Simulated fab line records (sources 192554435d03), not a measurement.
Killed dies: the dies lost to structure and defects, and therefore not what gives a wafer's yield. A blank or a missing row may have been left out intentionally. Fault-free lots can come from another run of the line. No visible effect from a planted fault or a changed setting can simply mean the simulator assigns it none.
fab line records || flow n5-finfet
record {"lots": 3, "wafers": 9, "last-day": 17}
route steps=1938 shown BEOL_M11@1590 BEOL_M12@1602
lots that met no fault: from a run of the same line without faults
start-h: the number of hours between the record's first day and the start of the first shown wafer of the lot || wait-h: time in hours since the lot's previous step || " same as the row above || L1.1+2: a single row standing in for several wafers || - either no value or no given start || * or withheld: withheld || < > ~ a bound
route shown NAME@n: a module of which the file shows steps, and the number in the route of the first || usual: mean and standard deviation over wafers with no fault || same: alike in all rows || chamber/n: place in a boat || sites: each site's reading || _std_site: the values' standard deviation || _edge_site: the outer-site mean with the inner-site mean subtracted || radius-mm: for every site, how far away it sits from the centre of the wafer || mask NAME#n: copy n || behind: the last tool/chamber to shape the wafer || hold: why the lot was held/for how many hours/how that ended || device: names the non-switching transistor (n, p or np) || end of line: tests run on the same wafers once the route is complete || a step given without rows: its recipe and nothing more || killed: the dies lost at the first sort to structure and to defects; this is not the yield of the wafer || map: a wafer's dies, marking killed ones x, the rest . and places with no die _
set.NAME: the setting as run; set.NAME@STEP: as run at that earlier step || model.NAME: the simulator's own value behind a step, which no gauge read
a table for each step, a row for each wafer; lots at some steps of the route
services: from which hour (start-h, from the record's first day; less than 0 if before it) a tool's chamber was out of use, for how many hours, and why
## steps
# step N5_BEOL_M11_ALD_74
# recipe {"material": "TaN", "target-thk-a": 20, "temp-c": 275, "ald-precursor-family": "PDMAT", "ald-co-reactant": "NH3", "pressure-torr": 3, "carrier-flow-sccm": 1500, "pulse-time-s": 2, "purge-time-s": 3, "co-reactant-purge-time-s": 2, "co-reactant-pulse-time-s": 3, "ald-cycles": 40, "precursor-vessel-temp-c": 75, "precursor-vessel-pressure-torr": 26.25, "precursor-vessel-carrier-sccm": 1000}
# step N5_BEOL_M11_SURFACE_TREAT_76
# recipe {"gas": "Ar", "time-s": "*", "ion-energy-ev": "*", "ion-current-ma-cm2": 0.5, "pressure-mtorr": "*", "ar-flow-sccm": 30}
# step N5_BEOL_M11_CVD_75
# recipe {"material": "Co", "target-thk-a": 20, "temp-c": "withheld", "precursor": "CCTBA/H2", "pressure-torr": 30, "time-s": 138.9}
# step N5_BEOL_M11_SPUTTER_48
# recipe {"material": "Cu", "target-thk-a": 120, "temp-c": -20, "bias-v": 60, "power-w": 26000, "chamber-pressure-pa": 0.13, "time-s": 2}
# step N5_BEOL_M11_ECD_50
# recipe {"material": "Cu", "target-thk-a": 3180}
# step N5_BEOL_M11_ANNEAL_51
# recipe {"temp-c": 225, "time-s": 90, "ambient": "N2"}
# step N5_BEOL_M11_CMP_52
# recipe {"stop-on": "SiCOH_lowk", "t-overpolish-s": 7, "down-force-psi": 1, "platen-rpm": 50, "clearing-platen-down-force-psi": 1.5, "clearing-platen-rpm": 50, "post-cmp-clean": "cu-alkaline", "target-thk-nm": 140, "clearing-platen-pad-velocity-m-s": 0.99484, "pad-velocity-m-s": 0.99484}
# step N5_BEOL_M11_PRE_CLEAN_55
# recipe {"gas": "NH3", "time-s": 15, "temp-c": "withheld", "rf-power-w": 300}
# step N5_BEOL_M11_DEP_56
# recipe {"material": "SiCN", "target-thk-a": 300, "temp-c": "withheld", "precursor": "3MS/NH3", "pressure-torr": 3, "rf-w": 675, "time-s": 10.5}
# step N5_BEOL_M12_ILD_DEP_00
# recipe {"material": "SiOC", "target-thk-a": 6589.2, "temp-c": 350, "precursor": "DEMS/O2", "pressure-torr": 5, "rf-w": 500, "time-s": 130.7}
# usual {"heater-power-w": "488/97", "showerhead-plenum-p-Torr": "5.690/0.018", "susceptor-temp-C": "350.01/0.19", "throttle-valve-pct": "11.5/0.71"}
{"lot.wafer": "L262.3", "tool": "pecvd-02", "chamber": 1, "start-h": 250.25, "wait-h": 0.0, "heater-power-w": 463, "showerhead-plenum-p-Torr": 5.661, "susceptor-temp-C": 350.23, "throttle-valve-pct": 11.0, "model.SiOC_of_BEOL_M12_ILD_DEP_00.thk-nm": 659.4}
{"lot.wafer": "L262.4", "tool": "pecvd-02", "chamber": 1, "start-h": 250.25, "wait-h": 0.0, "heater-power-w": 375, "showerhead-plenum-p-Torr": 5.666, "susceptor-temp-C": 350.32, "throttle-valve-pct": 11.1, "model.SiOC_of_BEOL_M12_ILD_DEP_00.thk-nm": 663.8}
{"lot.wafer": "L262.6", "tool": "pecvd-02", "chamber": 2, "start-h": 250.25, "wait-h": 0.0, "heater-power-w": 547, "showerhead-plenum-p-Torr": 5.697, "susceptor-temp-C": 349.80, "throttle-valve-pct": 10.5, "model.SiOC_of_BEOL_M12_ILD_DEP_00.thk-nm": 666.2}
{"lot.wafer": "L270.2", "tool": "pecvd-02", "chamber": 1, "start-h": 300.72, "wait-h": 0.0, "heater-power-w": 421, "showerhead-plenum-p-Torr": 5.664, "susceptor-temp-C": 349.67, "throttle-valve-pct": 10.9, "model.SiOC_of_BEOL_M12_ILD_DEP_00.thk-nm": 694.2}
{"lot.wafer": "L270.4", "tool": "pecvd-02", "chamber": 2, "start-h": 300.72, "wait-h": 0.0, "heater-power-w": 554, "showerhead-plenum-p-Torr": 5.693, "susceptor-temp-C": 350.12, "throttle-valve-pct": 11.2, "model.SiOC_of_BEOL_M12_ILD_DEP_00.thk-nm": 674.6}
{"lot.wafer": "L270.6", "tool": "pecvd-02", "chamber": 0, "start-h": 300.72, "wait-h": 0.0, "heater-power-w": 498, "showerhead-plenum-p-Torr": 5.669, "susceptor-temp-C": 350.13, "throttle-valve-pct": 11.3, "model.SiOC_of_BEOL_M12_ILD_DEP_00.thk-nm": 705.6}
{"lot.wafer": "L281.2", "tool": "pecvd-01", "chamber": 0, "start-h": 369.13, "wait-h": 0.0, "heater-power-w": 611, "showerhead-plenum-p-Torr": 5.701, "susceptor-temp-C": 350.13, "throttle-valve-pct": 13.2, "model.SiOC_of_BEOL_M12_ILD_DEP_00.thk-nm": 654.2}
{"lot.wafer": "L281.3", "tool": "pecvd-01", "chamber": 1, "start-h": 369.13, "wait-h": 0.0, "heater-power-w": 554, "showerhead-plenum-p-Torr": 5.692, "susceptor-temp-C": 349.84, "throttle-valve-pct": 11.7, "model.SiOC_of_BEOL_M12_ILD_DEP_00.thk-nm": 659.4}
{"lot.wafer": "L281.6", "tool": "pecvd-01", "chamber": 1, "start-h": 369.13, "wait-h": 0.0, "heater-power-w": 451, "showerhead-plenum-p-Torr": 5.695, "susceptor-temp-C": 349.92, "throttle-valve-pct": 11.4, "model.SiOC_of_BEOL_M12_ILD_DEP_00.thk-nm": 670.6}
# step N5_BEOL_M12_THK_MEAS_01
# recipe {"reads": "SiOC_of_BEOL_M12_ILD_DEP_00"}
# usual {"M12_ILD_THK": "661/8.3"}
{"lot.wafer": "L262.3", "tool": "film-metro-01", "chamber": "-", "start-h": 250.39, "wait-h": 0.1, "M12_ILD_THK[nm]": 660}
{"lot.wafer": "L262.4", "tool": "film-metro-01", "chamber": "-", "start-h": 250.39, "wait-h": 0.1, "M12_ILD_THK[nm]": 664}
{"lot.wafer": "L262.6", "tool": "film-metro-01", "chamber": "-", "start-h": 250.39, "wait-h": 0.1, "M12_ILD_THK[nm]": 667}
{"lot.wafer": "L270.2", "tool": "film-metro-01", "chamber": "-", "start-h": 300.85, "wait-h": 0.1, "M12_ILD_THK[nm]": 694}
{"lot.wafer": "L270.4", "tool": "film-metro-01", "chamber": "-", "start-h": 300.85, "wait-h": 0.1, "M12_ILD_THK[nm]": 675}
{"lot.wafer": "L270.6", "tool": "film-metro-01", "chamber": "-", "start-h": 300.85, "wait-h": 0.1, "M12_ILD_THK[nm]": 706}
{"lot.wafer": "L281.2", "tool": "film-metro-01", "chamber": "-", "start-h": 369.26, "wait-h": 0.1, "M12_ILD_THK[nm]": 654}
{"lot.wafer": "L281.3", "tool": "film-metro-01", "chamber": "-", "start-h": 369.26, "wait-h": 0.1, "M12_ILD_THK[nm]": 660}
{"lot.wafer": "L281.6", "tool": "film-metro-01", "chamber": "-", "start-h": 369.26, "wait-h": 0.1, "M12_ILD_THK[nm]": 670}
# step N5_BEOL_M12_COAT_58
# recipe {"resist": "BARC", "temp-c": 205, "time-s": 60, "spin-rpm": 1500, "resist-thk-nm": 89}
# step N5_BEOL_M12_COAT_04
# recipe {"spin-rpm": 1625, "resist-thk-nm": 400}
# step N5_BEOL_M12_EBR_06
# recipe {"solvent": "PGMEA", "ebr-width-mm": 1.5}
# step N5_BEOL_M12_SOFTBAKE_05
# recipe {"temp-c": 130, "time-s": 60}
# step N5_BEOL_M12_EXPOSE_07
# recipe {"mask-id": "V11", "na": 0.93, "source-shape": "conventional", "sigma-outer": 0.6, "polarization": "unpolarized", "attpsm-phase-deg": 180, "dose-mj": 32.5}
# step N5_BEOL_M12_PEB_08
# recipe {"peb-temp-c": 130, "peb-time-s": 90}
# step N5_BEOL_M12_DEVELOP_09
# recipe {"develop-time-s": 45, "rinse-liquid": "diw", "dry": "air-spin", "dev-temp-c": 21}
# step N5_BEOL_M12_HARDBAKE_14
# recipe {"temp-c": 130, "time-s": 120}
# step N5_BEOL_M12_DESCUM_15
# recipe {"chemistry": "O2", "time-s": 7.9, "source-power-w": 50, "bias-power-w": 20, "pressure-mtorr": 20, "rf-frequency-hz": 2.712e+07, "temp-c": 40, "o2-flow-sccm": 225}
# step N5_BEOL_M12_ETCH_59
# recipe {"chemistry": "N2/H2", "target": "BARC", "target-depth-a": 890, "overetch-a": 267, "time-s": 67.9, "ion-energy-ev": 200, "pressure-mtorr": 30, "source-w": 840, "bias-w": 150, "n2-flow-sccm": 200, "h2-flow-sccm": 200}
# step N5_BEOL_M12_VIA_ETCH_16
# recipe {"chemistry": "C4F8/O2/Ar", "target": "SiOC", "pressure-mtorr": 30, "source-w": 3000, "bias-w": 700, "Ar_flow_sccm": 400, "C4F8_flow_sccm": 15, "O2_flow_sccm": 8, "he-inner-torr": 15, "he-outer-torr": 30, "target-depth-a": 7248, "time-s": "withheld", "ion-energy-ev": 250, "ends": "cleared"}
# usual {"drypump-motor-current-A": "5.6/0.43", "oes-product-au": "0.74/0.066", "rf-vpp-V": "665/3.3", "showerhead-plenum-p-Torr": "3.40/0.12", "throttle-valve-pct": "24.18/0.21"}
{"lot.wafer": "L262.3", "tool": "rie-diel-01", "chamber": 2, "start-h": 251.08, "wait-h": 0.0, "drypump-motor-current-A": 5.3, "oes-product-au": 0.68, "rf-vpp-V": 662, "showerhead-plenum-p-Torr": 3.28, "throttle-valve-pct": 23.99, "model.etch.depth-nm": 659.4, "model.coat_of_BEOL_M12_COAT_04.thk-nm": 123.2}
{"lot.wafer": "L262.4", "tool": "rie-diel-01", "chamber": 1, "start-h": 251.08, "wait-h": 0.0, "drypump-motor-current-A": 5.7, "oes-product-au": 0.60, "rf-vpp-V": 663, "showerhead-plenum-p-Torr": 3.37, "throttle-valve-pct": 24.38, "model.etch.depth-nm": 663.8, "model.coat_of_BEOL_M12_COAT_04.thk-nm": 123.4}
{"lot.wafer": "L262.6", "tool": "rie-diel-01", "chamber": 2, "start-h": 251.08, "wait-h": 0.0, "drypump-motor-current-A": 5.3, "oes-product-au": 0.68, "rf-vpp-V": 664, "showerhead-plenum-p-Torr": 3.28, "throttle-valve-pct": 23.96, "model.etch.depth-nm": 666.2, "model.coat_of_BEOL_M12_COAT_04.thk-nm": 121.4}
{"lot.wafer": "L270.2", "tool": "rie-diel-06", "chamber": 3, "start-h": 301.45, "wait-h": 0.0, "drypump-motor-current-A": 5.7, "oes-product-au": 0.81, "rf-vpp-V": 667, "showerhead-plenum-p-Torr": 3.49, "throttle-valve-pct": 24.34, "model.etch.depth-nm": 694.1, "model.coat_of_BEOL_M12_COAT_04.thk-nm": 113.8}
{"lot.wafer": "L270.4", "tool": "rie-diel-06", "chamber": 1, "start-h": 301.45, "wait-h": 0.0, "drypump-motor-current-A": 6.3, "oes-product-au": 0.73, "rf-vpp-V": 670, "showerhead-plenum-p-Torr": 3.60, "throttle-valve-pct": 24.42, "model.etch.depth-nm": 674.7, "model.coat_of_BEOL_M12_COAT_04.thk-nm": 120.6}
{"lot.wafer": "L270.6", "tool": "rie-diel-06", "chamber": 3, "start-h": 301.45, "wait-h": 0.0, "drypump-motor-current-A": 5.7, "oes-product-au": 0.81, "rf-vpp-V": 665, "showerhead-plenum-p-Torr": 3.49, "throttle-valve-pct": 24.32, "model.etch.depth-nm": 705.5, "model.coat_of_BEOL_M12_COAT_04.thk-nm": 109.8}
{"lot.wafer": "L281.2", "tool": "rie-diel-05", "chamber": 3, "start-h": 369.74, "wait-h": 0.0, "drypump-motor-current-A": 5.0, "oes-product-au": 0.73, "rf-vpp-V": 670, "showerhead-plenum-p-Torr": 3.59, "throttle-valve-pct": 24.15, "model.etch.depth-nm": 654.1, "model.coat_of_BEOL_M12_COAT_04.thk-nm": 124.8}
{"lot.wafer": "L281.3", "tool": "rie-diel-05", "chamber": 2, "start-h": 369.74, "wait-h": 0.0, "drypump-motor-current-A": 5.7, "oes-product-au": 0.72, "rf-vpp-V": 660, "showerhead-plenum-p-Torr": 3.29, "throttle-valve-pct": 24.50, "model.etch.depth-nm": 659.3, "model.coat_of_BEOL_M12_COAT_04.thk-nm": 123}
{"lot.wafer": "L281.6", "tool": "rie-diel-05", "chamber": 3, "start-h": 369.74, "wait-h": 0.0, "drypump-motor-current-A": 5.0, "oes-product-au": 0.73, "rf-vpp-V": 669, "showerhead-plenum-p-Torr": 3.58, "throttle-valve-pct": 24.14, "model.etch.depth-nm": 670.6, "model.coat_of_BEOL_M12_COAT_04.thk-nm": 120.4}
# step N5_BEOL_M12_STRIP_63
# recipe {"chemistry": "N2/H2", "power-w": 1000, "temp-c": 250, "h2-frac": 0.65, "overash-fraction": 0.3, "pressure-mtorr": 1000, "n2-flow-sccm": 1750, "h2-flow-sccm": 3250}
# usual {"drypump-motor-current-A": "5.2/0.46", "heater-power-w": "336/50", "oes-product-au": "0.692/0.0046", "strip-time-to-endpoint-s": "42.4/0.78"}
{"lot.wafer": "L262.3", "tool": "plasma-asher-01", "chamber": 0, "start-h": 251.30, "wait-h": "-", "drypump-motor-current-A": 5.1, "heater-power-w": 326, "oes-product-au": 0.695, "rf-hours-counter-h": "-", "strip-time-to-endpoint-s": 42.6}
{"lot.wafer": "L262.4", "tool": "plasma-asher-01", "chamber": 1, "start-h": 251.30, "wait-h": "-", "drypump-motor-current-A": 4.7, "heater-power-w": 380, "oes-product-au": 0.694, "rf-hours-counter-h": "-", "strip-time-to-endpoint-s": 42.6}
{"lot.wafer": "L262.6", "tool": "plasma-asher-01", "chamber": 1, "start-h": 251.30, "wait-h": "-", "drypump-motor-current-A": 4.7, "heater-power-w": 367, "oes-product-au": 0.693, "rf-hours-counter-h": "-", "strip-time-to-endpoint-s": 42.0}
{"lot.wafer": "L270.2", "tool": "plasma-asher-02", "chamber": 0, "start-h": 301.65, "wait-h": "-", "drypump-motor-current-A": 5.7, "heater-power-w": 379, "oes-product-au": 0.693, "rf-hours-counter-h": 127, "strip-time-to-endpoint-s": 40.0}
{"lot.wafer": "L270.4", "tool": "plasma-asher-02", "chamber": 0, "start-h": 301.65, "wait-h": "-", "drypump-motor-current-A": 5.7, "heater-power-w": 370, "oes-product-au": 0.688, "rf-hours-counter-h": "-", "strip-time-to-endpoint-s": 41.9}
{"lot.wafer": "L270.6", "tool": "plasma-asher-02", "chamber": 1, "start-h": 301.65, "wait-h": "-", "drypump-motor-current-A": 6.0, "heater-power-w": 226, "oes-product-au": 0.687, "rf-hours-counter-h": "-", "strip-time-to-endpoint-s": 38.9}
{"lot.wafer": "L281.2", "tool": "plasma-asher-01", "chamber": 1, "start-h": 369.94, "wait-h": "-", "drypump-motor-current-A": 4.7, "heater-power-w": 375, "oes-product-au": 0.689, "rf-hours-counter-h": 94, "strip-time-to-endpoint-s": 43.0}
{"lot.wafer": "L281.3", "tool": "plasma-asher-01", "chamber": 1, "start-h": 369.94, "wait-h": "-", "drypump-motor-current-A": 4.7, "heater-power-w": 378, "oes-product-au": 0.696, "rf-hours-counter-h": "-", "strip-time-to-endpoint-s": 42.5}
{"lot.wafer": "L281.6", "tool": "plasma-asher-01", "chamber": 1, "start-h": 369.94, "wait-h": "-", "drypump-motor-current-A": 4.7, "heater-power-w": 365, "oes-product-au": 0.687, "rf-hours-counter-h": "-", "strip-time-to-endpoint-s": 41.8}
# step N5_BEOL_M12_STRIP_64
# recipe {"chemistry": "N2/H2", "power-w": 1000, "temp-c": 250, "h2-frac": 0.65, "overash-fraction": 0.3, "pressure-mtorr": "withheld", "n2-flow-sccm": 1750, "h2-flow-sccm": 3250}
# step N5_BEOL_M12_STRIP_71
# recipe {"chemistry": "post-etch-residue-remover", "time-s": 60, "temp-c": 25, "remover-ph": "withheld", "remover-water-wt-pct": "withheld", "remover-fluoride-wt-pct": "withheld"}
# step N5_BEOL_M12_SRD_72
# recipe {"time-s": 30, "temp-c": 23, "rinse-liquid": "diw", "dry": "n2-spin", "spin-rpm": 1500, "dry-time-s": 30}
# step N5_BEOL_M12_COAT_65
# recipe {"resist": "SOC", "temp-c": 250, "time-s": 60, "spin-rpm": 1500, "resist-thk-nm": 300}
# step N5_BEOL_M12_COAT_66
# recipe {"resist": "SiARC", "temp-c": 220, "time-s": 60, "spin-rpm": 1500, "resist-thk-nm": 110}
# step N5_BEOL_M12_COAT_22
# recipe {"spin-rpm": 2888, "resist-thk-nm": 300}
# step N5_BEOL_M12_EBR_24
# recipe {"solvent": "PGMEA", "ebr-width-mm": 1.5}
# step N5_BEOL_M12_SOFTBAKE_23
# recipe {"temp-c": 130, "time-s": 60}
# step N5_BEOL_M12_EXPOSE_25
# recipe {"mask-id": "M12", "na": 0.93, "source-shape": "conventional", "sigma-outer": 0.4, "polarization": "unpolarized", "dose-mj": 21.8}
# step N5_BEOL_M12_PEB_26
# recipe {"peb-temp-c": 130, "peb-time-s": 90}
# step N5_BEOL_M12_DEVELOP_27
# recipe {"develop-time-s": 45, "rinse-liquid": "diw", "dry": "air-spin", "dev-temp-c": 21}
# step N5_BEOL_M12_HARDBAKE_32
# recipe {"temp-c": 130, "time-s": 120}
# step N5_BEOL_M12_CMP_49
# recipe {"stop-on": "SiOC", "t-overpolish-s": 20.6, "down-force-psi": 1, "platen-rpm": 50, "clearing-platen-down-force-psi": 1.5, "clearing-platen-rpm": 50, "post-cmp-clean": "cu-alkaline", "target-thk-nm": 320, "clearing-platen-pad-velocity-m-s": 0.99484, "pad-velocity-m-s": 0.99484}
# usual {"barrier-field-endpoint-s": "30.3/0.72", "motor-current-A": "6.1/0.78", "overpolish-run-s": "20.600/0.0087"}
{"lot.wafer": "L262.3", "tool": "cmp-04", "chamber": 1, "start-h": 258.42, "wait-h": 0.2, "barrier-field-endpoint-s": 29.0, "motor-current-A": 4.9, "overpolish-run-s": 20.615, "model.SiOC_of_BEOL_M12_ILD_DEP_00.thk-nm": 600.8}
{"lot.wafer": "L262.4", "tool": "cmp-04", "chamber": 0, "start-h": 258.42, "wait-h": 0.2, "barrier-field-endpoint-s": 29.7, "motor-current-A": 7.7, "overpolish-run-s": 20.573, "model.SiOC_of_BEOL_M12_ILD_DEP_00.thk-nm": 604.4}
{"lot.wafer": "L262.6", "tool": "cmp-04", "chamber": 2, "start-h": 258.42, "wait-h": 0.2, "barrier-field-endpoint-s": 29.0, "motor-current-A": 6.3, "overpolish-run-s": 20.603, "model.SiOC_of_BEOL_M12_ILD_DEP_00.thk-nm": 606.6}
{"lot.wafer": "L270.2", "tool": "cmp-04", "chamber": 2, "start-h": 306.22, "wait-h": 0.2, "barrier-field-endpoint-s": 30.7, "motor-current-A": 6.3, "overpolish-run-s": 20.597, "model.SiOC_of_BEOL_M12_ILD_DEP_00.thk-nm": 634}
{"lot.wafer": "L270.4", "tool": "cmp-04", "chamber": 0, "start-h": 306.22, "wait-h": 0.2, "barrier-field-endpoint-s": 30.3, "motor-current-A": 7.5, "overpolish-run-s": 20.594, "model.SiOC_of_BEOL_M12_ILD_DEP_00.thk-nm": 614.2}
{"lot.wafer": "L270.6", "tool": "cmp-04", "chamber": 1, "start-h": 306.22, "wait-h": 0.2, "barrier-field-endpoint-s": 30.8, "motor-current-A": 5.2, "overpolish-run-s": 20.621, "model.SiOC_of_BEOL_M12_ILD_DEP_00.thk-nm": 645.6}
{"lot.wafer": "L281.2", "tool": "cmp-04", "chamber": 1, "start-h": 373.35, "wait-h": 0.2, "barrier-field-endpoint-s": 29.7, "motor-current-A": 4.9, "overpolish-run-s": 20.609, "model.SiOC_of_BEOL_M12_ILD_DEP_00.thk-nm": 594.8}
{"lot.wafer": "L281.3", "tool": "cmp-04", "chamber": 2, "start-h": 373.35, "wait-h": 0.2, "barrier-field-endpoint-s": 30.1, "motor-current-A": 6.3, "overpolish-run-s": 20.605, "model.SiOC_of_BEOL_M12_ILD_DEP_00.thk-nm": 600.2}
{"lot.wafer": "L281.6", "tool": "cmp-04", "chamber": 0, "start-h": 373.35, "wait-h": 0.2, "barrier-field-endpoint-s": 29.7, "motor-current-A": 7.8, "overpolish-run-s": 20.594, "model.SiOC_of_BEOL_M12_ILD_DEP_00.thk-nm": 611.4}
## services
{"tool": "plasma-asher-02", "chamber": "-", "start-h": 227.36, "hours": 28.1, "kind": "pm"}
{"tool": "pecvd-01", "chamber": 1, "start-h": 228.15, "hours": 2.1, "kind": "scheduled-down"}
{"tool": "rie-diel-01", "chamber": 0, "start-h": 246.77, "hours": "-", "kind": "clean"}
{"tool": "rie-diel-01", "chamber": 0, "start-h": 246.77, "hours": "-", "kind": "consumable-replace:focus-ring"}
{"tool": "rie-diel-01", "chamber": 0, "start-h": 246.77, "hours": 17.1, "kind": "scheduled-down"}
{"tool": "rie-diel-01", "chamber": 0, "start-h": 246.77, "hours": 17.1, "kind": "vent-cycle"}
{"tool": "rie-diel-06", "chamber": 0, "start-h": 248.46, "hours": 12.2, "kind": "repair"}
{"tool": "rie-diel-06", "chamber": 2, "start-h": 253.30, "hours": 11.7, "kind": "repair"}
{"tool": "rie-diel-01", "chamber": 1, "start-h": 263.83, "hours": "-", "kind": "clean"}
{"tool": "rie-diel-01", "chamber": 1, "start-h": 263.83, "hours": "-", "kind": "consumable-replace:focus-ring"}
{"tool": "rie-diel-01", "chamber": 1, "start-h": 263.83, "hours": 23.1, "kind": "scheduled-down"}
{"tool": "rie-diel-01", "chamber": 1, "start-h": 263.83, "hours": 23.1, "kind": "vent-cycle"}
{"tool": "pecvd-02", "chamber": 2, "start-h": 274.35, "hours": 22.4, "kind": "repair"}
{"tool": "pecvd-01", "chamber": 1, "start-h": 284.50, "hours": 5.5, "kind": "scheduled-down"}
{"tool": "plasma-asher-01", "chamber": "-", "start-h": 300.02, "hours": 1.0, "kind": "repair"}
{"tool": "pecvd-02", "chamber": 0, "start-h": 303.38, "hours": 4.9, "kind": "repair"}
{"tool": "rie-diel-06", "chamber": 0, "start-h": 323.11, "hours": 6.4, "kind": "repair"}
{"tool": "rie-diel-05", "chamber": "-", "start-h": 328.94, "hours": 1.0, "kind": "repair"}
{"tool": "cmp-04", "chamber": "-", "start-h": 329.10, "hours": 0.3, "kind": "repair"}
{"tool": "rie-diel-06", "chamber": 1, "start-h": 331.98, "hours": 7.0, "kind": "repair"}
{"tool": "rie-diel-01", "chamber": 3, "start-h": 338.74, "hours": 10.4, "kind": "repair"}
{"tool": "rie-diel-06", "chamber": 2, "start-h": 343.55, "hours": 9.0, "kind": "repair"}
{"tool": "rie-diel-01", "chamber": 1, "start-h": 346.23, "hours": 5.1, "kind": "repair"}
{"tool": "plasma-asher-01", "chamber": "-", "start-h": 346.36, "hours": 2.7, "kind": "repair"}
## key
first-sign {"step": "N5_BEOL_M12_THK_MEAS_01", "reading": "M12_ILD_THK", "direction": "up", "sigmas": 4.6, "usual": 661, "struck": 700}
effect {"step": "N5_BEOL_M12_STRIP_63", "reading": "strip-time-to-endpoint-s", "direction": "down", "sigmas": 3.8, "usual": "*", "struck": "*"}
model-effect {"step": "N5_BEOL_M12_ILD_DEP_00", "value": "SiOC_of_BEOL_M12_ILD_DEP_00.thk-nm", "without": 673.3, "struck": 699.9}
model-effect {"step": "N5_BEOL_M12_VIA_ETCH_16", "value": "etch.depth-nm", "without": 673.2, "struck": 699.8}
model-effect {"step": "N5_BEOL_M12_CMP_49", "value": "SiOC_of_BEOL_M12_ILD_DEP_00.thk-nm", "without": 613.2, "struck": 639.8}
met-at N5_BEOL_M12_ILD_DEP_00
struck-wafers L270.2,L270.6
onset-between 250.25 300.72
fault {"kind": "process-parameter-drift", "tool": "pecvd-02", "chamber": "-", "onset-h": 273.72, "steps": "N5_BEOL_M12_ILD_DEP_00", "channel": "target-thk-a", "offset": "*", "shape": "step", "end-h": 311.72, "scope": "struck-wafers-only", "acts-in": "*", "stated": "*"}
